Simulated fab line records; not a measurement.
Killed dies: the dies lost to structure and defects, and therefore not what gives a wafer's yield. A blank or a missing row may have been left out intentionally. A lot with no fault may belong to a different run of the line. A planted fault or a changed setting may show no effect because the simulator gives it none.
fab line records | flow nand-harc
record lots=6 wafers=18 last-day=33
route steps=1302 shown A_CONTACT@1025
lots untouched by any fault: they come from a run of this same line in which no faults occurred
start-h: hours from the record's opening day to when the first of the lot's shown wafers began | wait-h: hours from the lot's prior step to this one | " identical to the entry in the row above | L1.1+2: a single row standing in for several wafers | - no value, or no start given | * or withheld: withheld | < > ~ a bound
route shown NAME@n: a module of which the file shows steps, and the number in the route of the first | usual: the fault-free wafers' mean and standard deviation | same: alike in all rows | chamber/n: place in a boat | sites: readings site by site | _std_site: how widely they spread, as a standard deviation | _edge_site: outer sites' mean less inner sites' | radius-mm: how far each site lies from the wafer's centre | mask NAME#n: copy n | behind: the tool/chamber that last shaped the wafer | hold: what put the lot on hold/how long, in hours/how the hold closed | device: the n, p or np transistor that did not switch | end of line: the same wafers' tests at the end of the route | step lacking rows: just its recipe | killed: not the wafer's yield, but the dies lost to structure and defects at the first sort | map: dies across one wafer; x = killed, . = not, _ = none there
set.NAME: the setting the step ran with; set.NAME@STEP: the setting that earlier step ran with | model.NAME: the simulator's own value behind a step, which no gauge read
lots seen at some steps along the route; tables by step, rows by wafer
services: the hour from which a tool's chamber was out of use, counted from the record's first day as start-h (under 0 if before that day), plus the number of hours and why
## steps
# step NHARC_A_CONTACT_STRIP_55
# recipe o2-flow-sccm=500 ar-flow-sccm=0 bias-w=0 chemistry=O2
# usual drypump-motor-current-A=5.6/0.42 oes-product-au=0.999/0.015 rf-vpp-V=57.9/0.99 showerhead-plenum-p-Torr=3.57/0.16 throttle-valve-pct=17.036/0.0095
# columns lot.wafer tool chamber start-h wait-h drypump-motor-current-A oes-product-au rf-hours-counter-h rf-vpp-V showerhead-plenum-p-Torr throttle-valve-pct
L109.4 rie-diel-04 3 - - 4.8 0.994 3 58.4 3.38 17.037
L109.3 " 0 " " 6.1 1.022 4 58.1 3.34 17.047
L109.6 " 0 " " 6.1 1.012 - 56.6 3.34 17.034
L113.2 rie-diel-04 1 - - 6.2 0.991 11 57.8 3.67 17.036
L113.6 " 1 " " 6.2 0.980 - 59.3 3.67 17.031
L113.5 " 2 " " 5.7 1.015 - 59.0 3.66 17.042
L112.3 rie-diel-04 0 - - 6.1 1.013 13 57.4 3.34 17.015
L112.6 " 1 " " 6.1 0.986 - 57.4 3.67 17.040
L112.5 " 2 " " 5.7 1.002 - 58.9 3.66 17.037
L121.2 rie-diel-03 0 - - 5.2 0.980 16 60.6 3.77 17.019
L121.6 " 2 " " 5.4 0.990 - 57.3 3.53 17.035
L121.5 " 3 " " 5.6 1.022 - 56.5 3.45 17.042
L122.2 rie-diel-04 3 - - 4.8 0.995 28 57.1 3.37 17.018
L122.4 " 0 " " 6.1 1.020 29 56.0 3.33 17.043
L122.1 " 2 " " 5.7 1.014 27 58.2 3.65 17.039
L123.1 rie-diel-04 1 - - 6.1 0.981 27 58.2 3.66 17.035
L123.6 " 0 " " 6.1 1.015 - 56.6 3.33 17.038
L123.5 " 1 " " 6.2 0.988 - 57.6 3.66 17.028
# step NHARC_A_CONTACT_STRIP_56
# recipe time-s=600 temp-c=30 chemistry=post-etch-residue-remover
# step NHARC_A_CONTACT_DEP_57
# recipe target-thk-a=53000 temp-c=400 material=aC
# usual throttle-valve-pct=35.001/0.0099
# columns lot.wafer tool chamber start-h wait-h throttle-valve-pct
L109.3 acl-dep-02 0 556.24 - 35.013
L109.4 " 0 " " 35.018
L109.6 " 0 557.87 - 35.008
L113.2 acl-dep-03 0 618.29 - 35.013
L113.5 " 0 619.91 - 34.981
L113.6 " 0 " " 35.006
L112.3 acl-dep-01 0 621.29 - 35.003
L112.5 " 0 622.34 - 35.007
L112.6 " 0 " " 35.024
L121.2 acl-dep-02 0 701.97 - 34.993
L121.5 " 0 703.58 - 35.004
L121.6 " 0 " " 35.002
L122.1 acl-dep-01 0 710.79 - 34.999
L122.2 " 0 " " 35.006
L122.4 " 0 712.39 - 34.997
L123.1 acl-dep-02 0 711.70 - 34.985
L123.5 " 0 713.83 - 34.982
L123.6 " 0 " " 34.989
# step NHARC_A_CONTACT_DEP_58
# recipe target-thk-a=900 target-thk-nm=90 temp-c=400 pressure-torr=3.5 flow-sccm=200 rf-w=350 material=SiON
# usual heater-power-w=762/76
# columns lot.wafer tool chamber start-h wait-h heater-power-w since-wet-clean-h
L109.3 pecvd-01 2 558.44 1.7 662 53
L109.4 " 2 " " 656 -
L109.6 " 1 " " 693 -
L113.2 pecvd-02 0 621.06 2.2 704 19
L113.6 " 1 " " 759 -
L113.5 " 2 " " 756 -
L112.3 pecvd-04 0 623.41 1.6 755 160
L112.5 " 1 " " 781 -
L112.6 " 2 " " 659 -
L121.2 pecvd-04 1 704.67 2.2 703 61
L121.5 " 2 " " 703 -
L121.6 " 0 " " 677 -
L122.2 pecvd-02 2 714.01 2.2 814 112
L122.1 " 0 " " 824 112
L122.4 " 1 " " 778 -
L123.1 pecvd-02 0 714.95 2.7 805 113
L123.5 " 2 " " 857 -
L123.6 " 1 " " 786 -
# step NHARC_A_CONTACT_DEHYDRATE_59
# recipe temp-c=150 time-s=120
# step NHARC_A_CONTACT_HMDS_60
# recipe time-s=30
# step NHARC_A_CONTACT_COAT_61
# recipe temp-c=260 time-s=75
# step NHARC_A_CONTACT_COAT_62
# recipe temp-c=225 time-s=65
# step NHARC_A_CONTACT_COAT_63
# recipe spin-rpm=1500 resist-thk-nm=90
# step NHARC_A_CONTACT_SOFTBAKE_64
# recipe temp-c=105 time-s=55
# step NHARC_A_CONTACT_EBR_65
# step NHARC_A_CONTACT_EXPOSE_66
# recipe na=1.35 sigma-outer=0.8 dose-mj=59.02 mask-id=A_CC_2
# step NHARC_A_CONTACT_PEB_67
# recipe peb-temp-c=100 peb-time-s=65
# usual chill-plate-temp-C=23.01/0.11 exhaust-pa=44.9/0.97 plate-temp-C=99.96/0.13
# columns lot.wafer tool chamber start-h wait-h chill-plate-temp-C exhaust-pa plate-temp-C
L109.3 litho-track-01 0 559.08 0.0 22.96 45.4 100.10
L109.4 " 0 " " 22.79 44.5 100.02
L109.6 " 0 " " 23.09 44.5 100.07
L113.2 litho-track-06 - 621.52 0.1 - - -
L113.5 " - " " - - -
L113.6 " - " " - - -
L112.3 litho-track-06 - 624.05 0.0 - - -
L112.5 " - " " - - -
L112.6 " - " " - - -
L121.2 litho-track-04 0 705.19 0.1 23.00 44.5 100.08
L121.5 " 0 " " 23.01 44.5 100.11
L121.6 " 0 " " 22.90 45.1 99.79
L122.1 litho-track-04 0 714.65 0.1 22.92 44.1 99.99
L122.2 " 0 " " 22.93 45.6 99.94
L122.4 " 0 " " 23.13 43.8 100.11
L123.1 litho-track-06 0 715.44 0.1 23.10 44.9 99.97
L123.5 " 0 " " 23.16 45.3 99.68
L123.6 " 0 " " 22.94 45.1 99.67
# step NHARC_A_CONTACT_DEVELOP_68
# recipe develop-time-s=35 dev-temp-c=23
## services
# columns tool chamber start-h hours kind
rie-diel-04 - 531.90 9.0 pm
rie-diel-04 0 531.90 9.0 vent-cycle
rie-diel-04 1 531.90 9.0 vent-cycle
rie-diel-04 2 531.90 9.0 vent-cycle
rie-diel-04 3 531.90 9.0 vent-cycle
acl-dep-03 - 537.45 4.0 repair
rie-diel-04 0 540.90 - clean
acl-dep-01 - 549.69 13.0 pm
litho-track-04 - 553.00 7.0 pm
rie-diel-04 3 562.59 3.2 repair
pecvd-04 2 583.04 2.5 repair
pecvd-02 - 589.14 13.0 pm
pecvd-01 1 597.04 12.9 repair
acl-dep-02 - 610.46 13.0 pm
pecvd-01 - 619.95 1.2 repair
pecvd-04 - 631.01 13.0 pm
rie-diel-03 - 634.91 1.3 repair
rie-diel-03 - 636.26 9.0 pm
pecvd-01 0 645.03 6.8 repair
acl-dep-03 - 662.92 13.0 pm
pecvd-01 - 673.21 13.0 pm
litho-track-01 - 680.00 7.0 pm
litho-track-06 - 704.00 7.0 pm
rie-diel-04 - 708.93 9.0 pm
## key
first-sign step=NHARC_A_CONTACT_PEB_67 reading=tool-record direction=missing
effect none on later readings
met-at NHARC_A_CONTACT_PEB_67
struck-wafers L112.3,L112.5,L112.6,L113.2,L113.5,L113.6
later-rows-left-out L112.3,L112.5,L112.6,L113.2,L113.5,L113.6
sort-left-out L112.3,L112.5,L112.6,L113.2,L113.5,L113.6
tester-left-out L112,L113
fault kind=skipped-step-whole tool=litho-track-06 chamber=- onset-h=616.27 steps=NHARC_A_CONTACT_PEB_67 scope=struck-lots-only
# tester-left-out: of these lots the tester's yield and bins aren't shown, on N5 and GAA mostly nor the transistor test; their killed dies are dies lost to structure and defects alone, not to doping, threshold or leakage, so they don't give the yield
# sort-left-out: the simulated sort isn't trusted on such a fault, so these wafers' sort isn't shown, and their yield isn't known
# later-rows-left-out: the simulator's readings of these wafers behind a module that went badly wrong aren't trusted and aren't shown, but for the sort
